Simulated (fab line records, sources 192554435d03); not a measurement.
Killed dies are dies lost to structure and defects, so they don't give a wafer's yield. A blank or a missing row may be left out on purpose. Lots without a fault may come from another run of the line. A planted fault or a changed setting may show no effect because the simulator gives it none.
Which tool did it? | flow n5_finfet | 12 lots, 36 wafers sampled, at 6 steps of a route of 1938

WHAT THE GAUGES READ, wafer by wafer
N5_BEOL_M2_CD_MEAS_28: target cd 26.2 nm, target cd y 24.1 nm.
lot  | measured     | on        | cd_nm (nm)
L075 | day 7 07:01  | cd_sem-01 | 26.50 26.36 26.50
L077 | day 7 13:46  | cd_sem-02 | 26.13 26.35 26.13
L079 | day 8 01:38  | cd_sem-01 | 25.94 26.51 26.47
L081 | day 8 12:41  | cd_sem-02 | 26.56 26.28 25.53
L084 | day 9 00:31  | cd_sem-03 | 26.62 26.08 25.78
L085 | day 9 04:59  | cd_sem-01 | 26.03 26.42 26.32
L087 | day 10 10:50 | cd_sem-02 | 25.97 25.90 26.17
L090 | day 10 14:20 | cd_sem-03 | 26.18 26.57 26.38
L091 | day 10 17:31 | cd_sem-03 | 26.26 25.94 25.99
L093 | day 11 04:26 | cd_sem-01 | 26.53 26.12 26.41
L095 | day 12 00:15 | cd_sem-01 | 26.14 26.41 26.33
L096 | day 12 09:32 | cd_sem-02 | 26.20 26.03 26.52

WHICH TOOL RAN EACH LOT (tool, then ch and the chambers of the sampled wafers, then the start)
lot  | N5_BEOL_M1_ANNEAL_87         | N5_BEOL_M1_ANNEAL_89         | N5_BEOL_M2_ILD_DEP_00           | N5_BEOL_M2_HM_DEP_02         | N5_BEOL_M2_ETCH_74
L075 | pvd_sputter-01, day 6 23:17  | pvd_sputter-01, day 6 23:31  | pecvd-04 ch 0,1,2, day 7 01:45  | pvd_sputter-01, day 7 05:25  | rie_diel-04 ch 0,2,3, day 7 06:10
L077 | pvd_sputter-02, day 7 09:13  | pvd_sputter-02, day 7 09:26  | pecvd-01 ch 0,1, day 7 11:21    | pvd_sputter-03, day 7 12:14  | rie_diel-02 ch 0,1,3, day 7 12:55
L079 | pvd_sputter-03, day 7 21:47  | pvd_sputter-03, day 7 22:00  | pecvd-04 ch 1,2, day 7 23:55    | pvd_sputter-02, day 8 00:05  | rie_diel-02 ch 0,1,3, day 8 00:48
L081 | pvd_sputter-03, day 8 06:39  | pvd_sputter-03, day 8 06:52  | pecvd-04 ch 0,1, day 8 08:52    | pvd_sputter-01, day 8 11:14  | rie_diel-01 ch 0,3, day 8 11:58
L084 | pvd_sputter-02, day 8 18:23  | pvd_sputter-02, day 8 18:36  | pecvd-01 ch 0,2, day 8 20:32    | pvd_sputter-01, day 8 22:34  | rie_diel-01 ch 0,1,2, day 8 23:37
L085 | pvd_sputter-02, day 9 00:31  | pvd_sputter-02, day 9 00:44  | pecvd-02 ch 0,1,2, day 9 02:43  | pvd_sputter-01, day 9 03:09  | rie_diel-02 ch 1,2, day 9 04:09
L087 | pvd_sputter-01, day 10 04:04 | pvd_sputter-01, day 10 04:17 | pecvd-02 ch 1,2, day 10 06:14   | pvd_sputter-03, day 10 06:48 | rie_diel-02 ch 0,1,2, day 10 09:56
L090 | pvd_sputter-02, day 10 08:28 | pvd_sputter-02, day 10 08:41 | pecvd-04 ch 0,1, day 10 10:47   | pvd_sputter-02, day 10 11:51 | rie_diel-02 ch 0,1, day 10 13:29
L091 | pvd_sputter-02, day 10 10:40 | pvd_sputter-02, day 10 10:53 | pecvd-01 ch 0,1,2, day 10 14:26 | pvd_sputter-03, day 10 16:12 | rie_diel-04 ch 0,2, day 10 16:45
L093 | pvd_sputter-03, day 10 23:12 | pvd_sputter-03, day 10 23:25 | pecvd-01 ch 0,1,2, day 11 01:20 | pvd_sputter-01, day 11 03:01 | rie_diel-01 ch 1,3, day 11 03:42
L095 | pvd_sputter-01, day 11 19:44 | pvd_sputter-01, day 11 19:57 | pecvd-02 ch 0,1,2, day 11 22:08 | pvd_sputter-03, day 11 22:44 | rie_diel-02 ch 0,1,3, day 11 23:31
L096 | pvd_sputter-03, day 12 05:08 | pvd_sputter-03, day 12 05:22 | pecvd-01 ch 0,1,2, day 12 07:17 | pvd_sputter-01, day 12 08:07 | rie_diel-01 ch 1,2, day 12 08:46
- N5_BEOL_M1_ANNEAL_87: time 240 s.
- N5_BEOL_M1_ANNEAL_89: time 240 s.
- N5_BEOL_M2_ILD_DEP_00: deposits SiOC from DEMS/O2, target thk 79 nm, time 15.3 s.
- N5_BEOL_M2_HM_DEP_02: deposits TiN, target thk 20 nm.
- N5_BEOL_M2_ETCH_74: etches underlayer in N2/H2, target depth 6.5 nm, time 5.2 s.

THE ANSWER, worked out from the rows above alone
Rule: what is usual is taken from the lots themselves. Put in order of their means at a reading, lots are off if they are a third of the lots or fewer, leave a main group of 4 or more, and stand apart from it by a gap of 3 or more times the standard deviation of the main group's means; of several such gaps the widest counts. A main group whose means are all the same, to the digits that the tables above print for the reading, isn't used. A lot without any number at a reading at which 4 lots or more have one is off too. The other lots that the step has rows for count as sound.
No lot is off at any reading shown: from this, nothing can be told.

WHAT THE SIMULATOR HAD PUT IN
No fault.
